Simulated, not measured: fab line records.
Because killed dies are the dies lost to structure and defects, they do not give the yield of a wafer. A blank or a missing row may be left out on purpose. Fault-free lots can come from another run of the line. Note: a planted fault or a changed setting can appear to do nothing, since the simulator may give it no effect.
fab line records | flow n5-finfet
[record] lots = 12 | wafers = 36 | last-day = 19
route steps=1938 shown BEOL_M13@1691
lots that met no fault: taken from a fault-free run of the same line
start-h: hours from the record's first day to the start of the lot's first wafer shown | wait-h: how many hours have passed since the lot's step before this one | " identical to the entry in the row above | L1.1+2: several wafers, shown together as one row | - no value present, or no start provided | * or withheld: withheld | < > ~ a bound
route shown NAME@n: NAME is a module with steps in the file, n the number in the route of the first one | usual: the fault-free wafers' mean and standard deviation | same: alike in all rows | chamber/n: place in a boat | sites: the reading at each site | _std_site: their standard deviation | _edge_site: the outer-site mean with the inner-site mean subtracted | radius-mm: how far each site lies from the wafer's centre | mask NAME#n: copy n | behind: the most recent tool/chamber to have shaped the wafer | hold: why the lot went on hold/how many hours it stayed there/how the hold came to an end | device: the transistor (n, p or np) that didn't switch | end of line: tests of these same wafers at the route's end | step lacking rows: just its recipe | killed: dies lost to structure and defects at the first sort, not the wafer's yield | map: a wafer's dies, marking killed ones x, the rest . and places with no die _
set.NAME: the setting that was run; set.NAME@STEP: the one run at that earlier step | model.NAME: the simulator's own value behind a step, which no gauge read
route steps across a sampled set of lots; one table per step, one row per wafer
services: a tool's chamber out of use, with start hour (start-h, from the record's first day; less than 0 if before it), hours out, and reason
[[steps]]
[step N5_BEOL_M13_INSPECT_30]
[recipe] mode = adi | inspect-instrument = macro
[usual] raw-defect-count = 1.8/1.3
lot.wafer | tool              | chamber | start-h | wait-h | raw-defect-count
L258.2    | defect-inspect-01 | -       | 277.45  | 0.0    | 2
L258.4    | "                 | -       | "       | "      | 1
L258.6    | "                 | -       | "       | "      | 4
L259.1    | defect-inspect-01 | -       | 298.11  | 0.0    | 1
L259.2    | "                 | -       | "       | "      | 0
L259.5    | "                 | -       | "       | "      | 1
L269.1    | defect-inspect-02 | -       | 331.88  | 0.0    | 4
L269.3    | "                 | -       | "       | "      | 0
L269.4    | "                 | -       | "       | "      | 2
L270.1    | defect-inspect-01 | -       | 349.76  | 0.0    | 1
L270.2    | "                 | -       | "       | "      | 0
L270.5    | "                 | -       | "       | "      | 2
L271.2    | defect-inspect-01 | -       | 355.87  | 0.0    | 2
L271.3    | "                 | -       | "       | "      | 2
L271.5    | "                 | -       | "       | "      | 1
L272.2    | defect-inspect-02 | -       | 356.04  | 0.0    | 2
L272.3    | "                 | -       | "       | "      | 4
L272.4    | "                 | -       | "       | "      | 0
L274.2    | defect-inspect-01 | -       | 381.51  | 0.0    | 2
L274.5    | "                 | -       | "       | "      | 3
L274.6    | "                 | -       | "       | "      | 0
L276.2    | defect-inspect-01 | -       | 381.55  | 0.0    | 0
L276.4    | "                 | -       | "       | "      | 1
L276.6    | "                 | -       | "       | "      | 3
L277.2    | defect-inspect-01 | -       | 383.63  | 0.0    | 3
L277.5    | "                 | -       | "       | "      | 1
L277.6    | "                 | -       | "       | "      | 3
L278.2    | defect-inspect-01 | -       | 393.24  | 0.0    | 1
L278.5    | "                 | -       | "       | "      | 0
L278.6    | "                 | -       | "       | "      | 2
L279.1    | defect-inspect-02 | -       | 412.00  | 0.0    | 1
L279.3    | "                 | -       | "       | "      | 0
L279.4    | "                 | -       | "       | "      | 4
L280.2    | defect-inspect-01 | -       | 415.14  | 0.0    | 1
L280.3    | "                 | -       | "       | "      | 1
L280.5    | "                 | -       | "       | "      | 0
[step N5_BEOL_M13_STRIP_37]
[recipe] chemistry = N2/H2 | power-w = 1000 | temp-c = 250 | h2-frac = 0.65 | overash-fraction = 0.3 | pressure-mtorr = withheld | n2-flow-sccm = 1750 | h2-flow-sccm = 3250
[usual] drypump-motor-current-A = 5.6/0.52 | h2-flow-sccm = 3250/9.8 | heater-power-w = 334/26 | oes-product-au = 0.783/0.01
lot.wafer | tool            | chamber | start-h | wait-h | drypump-motor-current-A | h2-flow-sccm | heater-power-w | oes-product-au | rf-hours-counter-h
L258.2    | plasma-asher-01 | 0       | 278.16  | 0.0    | 5.6                     | 3252         | 354            | 0.776          | 136
L258.4    | "               | 0       | "       | "      | 5.6                     | 3258         | 363            | 0.789          | -
L258.6    | "               | 0       | "       | "      | 5.6                     | 3279         | 353            | 0.785          | -
L259.1    | plasma-asher-02 | 1       | 299.11  | 0.0    | 5.9                     | 3251         | 342            | 0.777          | 72
L259.2    | "               | 0       | "       | "      | 6.1                     | 3256         | 336            | 0.782          | 72
L259.5    | "               | 1       | "       | "      | 5.9                     | 3252         | 339            | 0.789          | -
L269.1    | plasma-asher-02 | 0       | 332.66  | 0.0    | 6.1                     | 3246         | 344            | 0.782          | 78
L269.3    | "               | 1       | "       | "      | 5.9                     | 3230         | 339            | 0.779          | -
L269.4    | "               | 0       | "       | "      | 6.1                     | 3252         | 342            | 0.780          | -
L270.1    | plasma-asher-01 | 0       | 350.41  | 0.0    | 5.6                     | 3252         | 372            | 0.792          | 151
L270.2    | "               | 1       | "       | "      | 4.7                     | 3240         | 290            | 0.801          | 151
L270.5    | "               | 0       | "       | "      | 5.6                     | 3249         | 361            | 0.788          | -
L271.2    | plasma-asher-01 | 0       | 356.52  | 0.0    | 5.7                     | 3250         | 359            | 0.783          | 152
L271.3    | "               | 0       | "       | "      | 5.6                     | 3261         | 365            | 0.774          | -
L271.5    | "               | 0       | "       | "      | 5.6                     | 3262         | 351            | 0.772          | -
L272.2    | plasma-asher-01 | 1       | 356.83  | 0.0    | 4.7                     | 3238         | 291            | 0.781          | 152
L272.3    | "               | 0       | "       | "      | 5.7                     | 3262         | 361            | 0.788          | -
L272.4    | "               | 1       | "       | "      | 4.8                     | 3238         | 292            | 0.783          | -
L274.2    | plasma-asher-01 | 0       | 382.16  | 0.0    | 5.6                     | 3232         | 366            | 0.790          | 157
L274.5    | "               | 1       | "       | "      | 4.8                     | 3228         | 293            | 0.778          | -
L274.6    | "               | 0       | "       | "      | 5.6                     | 3243         | 358            | 0.806          | -
L276.2    | plasma-asher-01 | 0       | 382.22  | 0.1    | 5.6                     | 3249         | 362            | 0.790          | 157
L276.4    | "               | 1       | "       | "      | 4.7                     | 3261         | 295            | 0.784          | -
L276.6    | "               | 0       | "       | "      | 5.6                     | 3250         | 369            | 0.777          | -
L277.2    | plasma-asher-02 | 0       | 384.28  | 0.0    | 6.1                     | 3259         | 347            | 0.777          | 89
L277.5    | "               | 1       | "       | "      | 6.0                     | 3260         | 343            | 0.787          | -
L277.6    | "               | 0       | "       | "      | 6.1                     | 3267         | 347            | 0.789          | -
L278.2    | plasma-asher-01 | 1       | 394.59  | 0.0    | 4.8                     | 3255         | 288            | 0.786          | 159
L278.5    | "               | 1       | "       | "      | 4.8                     | 3260         | 291            | 0.776          | -
L278.6    | "               | 0       | "       | "      | 5.6                     | 3250         | 366            | 0.772          | -
L279.1    | plasma-asher-02 | 1       | 412.98  | 0.0    | 5.9                     | 3238         | 339            | 0.785          | 94
L279.3    | "               | 1       | "       | "      | 5.9                     | 3251         | 338            | 0.799          | -
L279.4    | "               | 0       | "       | "      | 6.1                     | 3267         | 352            | 0.783          | -
L280.2    | plasma-asher-02 | 1       | 415.79  | 0.0    | 6.0                     | 3249         | 337            | 0.783          | 94
L280.3    | "               | 1       | "       | "      | 6.0                     | 3254         | 338            | 0.791          | -
L280.5    | "               | 0       | "       | "      | 6.1                     | 3239         | 338            | 0.785          | -
[step N5_BEOL_M13_PRE_CLEAN_42]
[recipe] gas = H2/He | time-s = 30 | temp-c = 250
[usual] heater-power-w = 324/17
lot.wafer | tool           | chamber | start-h | wait-h | heater-power-w
L258.2    | pvd-sputter-01 | -       | 281.06  | 0.0    | 313
L258.4    | "              | -       | "       | "      | 329
L258.6    | "              | -       | "       | "      | 318
L259.1    | pvd-sputter-01 | -       | 302.61  | 0.0    | 333
L259.2    | "              | -       | "       | "      | 335
L259.5    | "              | -       | "       | "      | 330
L269.1    | pvd-sputter-02 | -       | 334.70  | 0.0    | 349
L269.3    | "              | -       | "       | "      | 332
L269.4    | "              | -       | "       | "      | 331
L270.1    | pvd-sputter-03 | -       | 353.10  | 0.0    | 319
L270.2    | "              | -       | "       | "      | 321
L270.5    | "              | -       | "       | "      | 331
L271.2    | pvd-sputter-01 | -       | 357.64  | 0.0    | 302
L271.3    | "              | -       | "       | "      | 283
L271.5    | "              | -       | "       | "      | 316
L272.2    | pvd-sputter-03 | -       | 358.13  | 0.0    | 332
L272.3    | "              | -       | "       | "      | 323
L272.4    | "              | -       | "       | "      | 330
L274.2    | pvd-sputter-01 | -       | 382.89  | 0.0    | 324
L274.5    | "              | -       | "       | "      | 333
L274.6    | "              | -       | "       | "      | 318
L276.2    | pvd-sputter-03 | -       | 382.92  | 0.0    | 331
L276.4    | "              | -       | "       | "      | 327
L276.6    | "              | -       | "       | "      | 336
L277.2    | pvd-sputter-01 | -       | 387.47  | 0.0    | 309
L277.5    | "              | -       | "       | "      | 291
L277.6    | "              | -       | "       | "      | 334
L278.2    | pvd-sputter-01 | -       | 398.27  | 0.0    | 326
L278.5    | "              | -       | "       | "      | 343
L278.6    | "              | -       | "       | "      | 326
L280.2    | pvd-sputter-01 | -       | 418.62  | 0.0    | 334
L280.3    | "              | -       | "       | "      | 335
L280.5    | "              | -       | "       | "      | 279
L279.1    | pvd-sputter-03 | -       | 422.36  | 0.0    | 335
L279.3    | "              | -       | "       | "      | 333
L279.4    | "              | -       | "       | "      | 315
[step N5_BEOL_M13_ANNEAL_48]
[recipe] temp-c = 225 | time-s = 90 | ambient = N2
[usual] anneal-temp-c = 225.03/0.19 | anneal-temp-c-max = 226.4/0.57 | wafer_temp_C_max = 226.0/0.5
lot.wafer | tool          | chamber | start-h | wait-h | anneal-temp-c | anneal-temp-c-max | wafer_temp_C_max
L258.2    | rtp-anneal-01 | 0       | 281.59  | 0.2    | 225.41        | 226.3             | 226.2
L258.4    | "             | 0       | "       | "      | 224.78        | 225.5             | 226.5
L258.6    | "             | 0       | "       | "      | 225.03        | 225.9             | 226.3
L259.1    | rtp-anneal-02 | 0       | 303.09  | 0.1    | 224.90        | 226.8             | 225.6
L259.2    | "             | 0       | "       | "      | 225.05        | 227.1             | 225.7
L259.5    | "             | 0       | "       | "      | 225.19        | 227.2             | 225.7
L269.1    | rtp-anneal-01 | 0       | 335.35  | 0.3    | 225.15        | 225.9             | 227.0
L269.3    | "             | 0       | "       | "      | 225.22        | 226.1             | 226.6
L269.4    | "             | 0       | "       | "      | 225.04        | 226.0             | 226.5
L270.1    | rtp-anneal-02 | 0       | 353.95  | 0.5    | 224.89        | 226.6             | 225.4
L270.2    | "             | 0       | "       | "      | 224.86        | 226.7             | 225.6
L270.5    | "             | 0       | "       | "      | 225.06        | 227.1             | 225.3
L271.2    | rtp-anneal-01 | -       | 358.25  | 0.2    | -             | -                 | -
L271.3    | "             | -       | "       | "      | -             | -                 | -
L271.5    | "             | -       | "       | "      | -             | -                 | -
L272.2    | rtp-anneal-01 | -       | 358.65  | 0.2    | -             | -                 | -
L272.3    | "             | -       | "       | "      | -             | -                 | -
L272.4    | "             | -       | "       | "      | -             | -                 | -
L274.2    | rtp-anneal-01 | 0       | 383.41  | 0.2    | 224.55        | 225.4             | 226.3
L274.5    | "             | 0       | "       | "      | 224.76        | 225.8             | 226.6
L274.6    | "             | 0       | "       | "      | 224.63        | 225.3             | 226.2
L276.2    | rtp-anneal-02 | 0       | 383.51  | 0.2    | 224.84        | 226.8             | 225.8
L276.4    | "             | 0       | "       | "      | 224.89        | 226.7             | 225.0
L276.6    | "             | 0       | "       | "      | 224.96        | 226.8             | 225.4
L277.2    | rtp-anneal-02 | 0       | 387.99  | 0.2    | 225.03        | 226.7             | 225.5
L277.5    | "             | 0       | "       | "      | 225.20        | 226.9             | 225.5
L277.6    | "             | 0       | "       | "      | 225.01        | 226.8             | 225.6
L278.2    | rtp-anneal-01 | 0       | 398.80  | 0.2    | 224.88        | 226.0             | 226.2
L278.5    | "             | 0       | "       | "      | 224.95        | 226.0             | 226.1
L278.6    | "             | 0       | "       | "      | 224.99        | 226.0             | 226.2
L280.2    | rtp-anneal-01 | 0       | 419.32  | 0.3    | 225.01        | 225.8             | 226.2
L280.3    | "             | 0       | "       | "      | 225.10        | 226.2             | 226.8
L280.5    | "             | 0       | "       | "      | 224.79        | 225.6             | 226.3
L279.1    | rtp-anneal-01 | 0       | 422.92  | 0.2    | 224.88        | 225.7             | 226.4
L279.3    | "             | 0       | "       | "      | 224.83        | 225.6             | 226.7
L279.4    | "             | 0       | "       | "      | 224.95        | 225.8             | 226.2
[[services]]
tool            | chamber | start-h | hours | kind
pvd-sputter-01  | -       | 283.92  | 0.7   | repair
plasma-asher-02 | -       | 329.02  | 2.8   | pm
pvd-sputter-02  | -       | 359.51  | 2.0   | repair
[[key]]
[first-sign] step = N5_BEOL_M13_ANNEAL_48 | reading = tool-record | direction = missing
effect none on later readings
met-at N5_BEOL_M13_ANNEAL_48
struck-lots L271,L272
not-acting-at N5_BEOL_M13_INSPECT_30,N5_BEOL_M13_STRIP_37,N5_BEOL_M13_PRE_CLEAN_42
onset-between 335.35 358.25
[fault] kind = skipped-step-whole | tool = rtp-anneal-01 | chamber = - | onset-h = 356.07 | steps = N5_BEOL_M13_ANNEAL_48 | scope = struck-lots-only
